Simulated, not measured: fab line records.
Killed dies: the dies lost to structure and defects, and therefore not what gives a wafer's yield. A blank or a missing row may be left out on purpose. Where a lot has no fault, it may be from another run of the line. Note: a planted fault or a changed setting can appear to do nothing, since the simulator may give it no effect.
Matching of chambers + flow n5Finfet + rieDiel-06 running N5_BEOL_M3_ETCH_74: 4 sister chambers
The step etches underlayer in N2/H2, target depth 6.5 nm, time 5.2 s. 8 wafers are shown with their chamber, then 12 later ones without.

== WAFERS WITH THEIR CHAMBER ==
| wafer  | chamber | showerheadPlenumPTorr (Torr) | drypumpMotorCurrentA (A) |
|--------|---------|------------------------------|--------------------------|
| L079.2 | 2       | 2.71                         | 4.8                      |
| L079.6 | 1       | 2.37                         | 5.6                      |
| L080.1 | 0       | 2.62                         | 5.6                      |
| L080.3 | 3       | 2.50                         | 6.2                      |
| L080.5 | 0       | 2.62                         | 5.6                      |
| L082.2 | 2       | 2.71                         | 4.8                      |
| L082.3 | 3       | 2.49                         | 6.2                      |
| L082.5 | 1       | 2.36                         | 5.5                      |

== WAFERS WITHOUT THEIR CHAMBER ==
| wafer  | showerheadPlenumPTorr (Torr) | drypumpMotorCurrentA (A) |
|--------|------------------------------|--------------------------|
| L090.1 | 2.70                         | 4.8                      |
| L090.2 | 2.36                         | 5.5                      |
| L090.6 | 2.61                         | 5.6                      |
| L093.1 | 2.49                         | 6.2                      |
| L093.4 | 2.36                         | 5.5                      |
| L093.5 | 2.49                         | 6.1                      |
| L094.1 | 2.49                         | 6.1                      |
| L094.5 | 2.61                         | 5.6                      |
| L094.6 | 2.49                         | 6.2                      |
| L096.2 | 2.36                         | 5.6                      |
| L096.3 | 2.70                         | 4.8                      |
| L096.5 | 2.70                         | 4.8                      |

== THE CHAMBER EACH PASSED THROUGH ==
| wafer  | from the rows above | in truth |
|--------|---------------------|----------|
| L090.1 | 2                   | 2        |
| L090.2 | 1                   | 1        |
| L090.6 | 0                   | 0        |
| L093.1 | 3                   | 3        |
| L093.4 | 1                   | 1        |
| L093.5 | 3                   | 3        |
| L094.1 | 3                   | 3        |
| L094.5 | 0                   | 0        |
| L094.6 | 3                   | 3        |
| L096.2 | 1                   | 1        |
| L096.3 | 2                   | 2        |
| L096.5 | 2                   | 2        |
Placed correctly: 12 of 12. Not placeable from these rows: 0. Placed wrongly: 0.
How it was worked out, from the rows above alone: a wafer's distance from a chamber is the root of the sum, over the readings, of the square of ((its reading less the chamber's mean) divided by the reading's scatter). If the next closest chamber is less than 2 further off than the closest, the wafer can't be placed; otherwise it belongs to the closest. The mean given for a chamber averages the wafers shown for that chamber. How the scatter is found: for the shown wafers, subtract from each reading the mean of its chamber, square and add these, divide the total by (wafers less chambers), then take the root.
